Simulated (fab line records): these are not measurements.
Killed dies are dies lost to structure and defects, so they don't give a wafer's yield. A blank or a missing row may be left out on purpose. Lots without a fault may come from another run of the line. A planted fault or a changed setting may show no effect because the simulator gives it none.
Matching of chambers	flow n5_finfet	N5_PMOS_HMC_CHANNEL_EPI_ETCH_38 on rie_si-05 has 4 sister chambers
The step etches SiO2 in CF4, target depth 1.5 nm. 4 wafers are shown with their chamber, then 10 later ones without.

== EACH WAFER AND ITS CHAMBER ==
wafer	chamber	throttle_valve_pct (%)
L090.2	1	21.43
L090.6	0	21.89
L091.4	3	21.58
L091.5	2	22.04

== WAFERS WITHOUT THEIR CHAMBER ==
wafer	throttle_valve_pct (%)
L091.6	21.59
L092.1	21.59
L092.2	21.45
L092.4	22.04
L093.1	21.88
L093.3	22.06
L093.4	21.59
L097.1	21.88
L097.4	21.44
L097.6	21.58

== EACH ONE'S CHAMBER ==
wafer	from the rows above	in truth
L091.6	3	3
L092.1	3	3
L092.2	1	1
L092.4	2	2
L093.1	0	0
L093.3	2	2
L093.4	3	3
L097.1	0	0
L097.4	1	1
L097.6	3	3
Placed correctly: 10 of 10. Number that these rows cannot place: 0. Number placed wrongly: 0.
How it was worked out, from the rows above alone: a wafer's distance from a chamber is the root of the sum, over the readings, of the square of ((its reading less the chamber's mean) divided by the reading's scatter). If the next closest chamber is less than 2 further off than the closest, the wafer can't be placed; otherwise it belongs to the closest. The mean given for a chamber averages the wafers shown for that chamber. The scatter: root of mean squared gap, hidden wafer to nearest shown wafer, with one shown wafer a chamber.
